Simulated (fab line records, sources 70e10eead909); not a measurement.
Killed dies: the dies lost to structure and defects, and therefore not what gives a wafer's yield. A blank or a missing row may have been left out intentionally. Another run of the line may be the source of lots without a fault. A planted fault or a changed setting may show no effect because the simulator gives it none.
2 desks, one fault :: flow nand-harc :: each desk has only its own numbers; what lay behind them comes last

FROM THE METROLOGY DESK
What the gauges read for every lot (on any tool): the sampled wafers with a number, averaged. A lot is out of limits, marked OUT, if its mean lies more than 4 standard deviations from the usual mean; the brackets give that distance.
Columns: A = cd-nm at NHARC_P_M2_CD_MEAS_09, usual 169.9 nm
lot: L550
first seen here: day 6 15:13
A: 169.5

lot: L552
first seen here: day 7 00:37
A: 169.6

lot: L553
first seen here: day 7 08:25
A: 169.9

lot: L554
first seen here: day 7 08:52
A: 169.7

lot: L565
first seen here: day 10 03:53
A: 169.8

lot: L566
first seen here: day 10 04:40
A: 169.6

lot: L564
first seen here: day 10 05:13
A: 171.3

lot: L567
first seen here: day 10 13:30
A: 169.5

lot: L568
first seen here: day 10 14:58
A: 170.5

lot: L570
first seen here: day 11 11:02
A: 170.1

lot: L571
first seen here: day 11 12:28
A: 170.7
This desk found nothing out of limits on any of the 11 lots.

FOR THE TOOL OWNER'S DESK: litho-track-04
The tool's own readings at NHARC_P_M2_PEB_07 (peb time 65 s): means of the sampled wafers that have a number, for each lot that ran on this tool. A lot is out of limits, marked OUT, if its mean lies more than 4 standard deviations from the usual mean; the brackets give that distance.
Columns: A = heater-power-total-W at NHARC_P_M2_PEB_07, usual 156.6 W
lot: L550
first seen here: day 6 15:08
A: 156.5

lot: L554
first seen here: day 7 08:47
A: 156.7

lot: L564
first seen here: day 10 05:08
A: 156.9
This desk found nothing out of limits on any of the 3 lots.

BROUGHT TOGETHER
Nothing out of limits was seen by the metrology desk.
Nothing out of limits was seen by the tool owner's desk.

WHAT THE SIMULATOR PUT IN
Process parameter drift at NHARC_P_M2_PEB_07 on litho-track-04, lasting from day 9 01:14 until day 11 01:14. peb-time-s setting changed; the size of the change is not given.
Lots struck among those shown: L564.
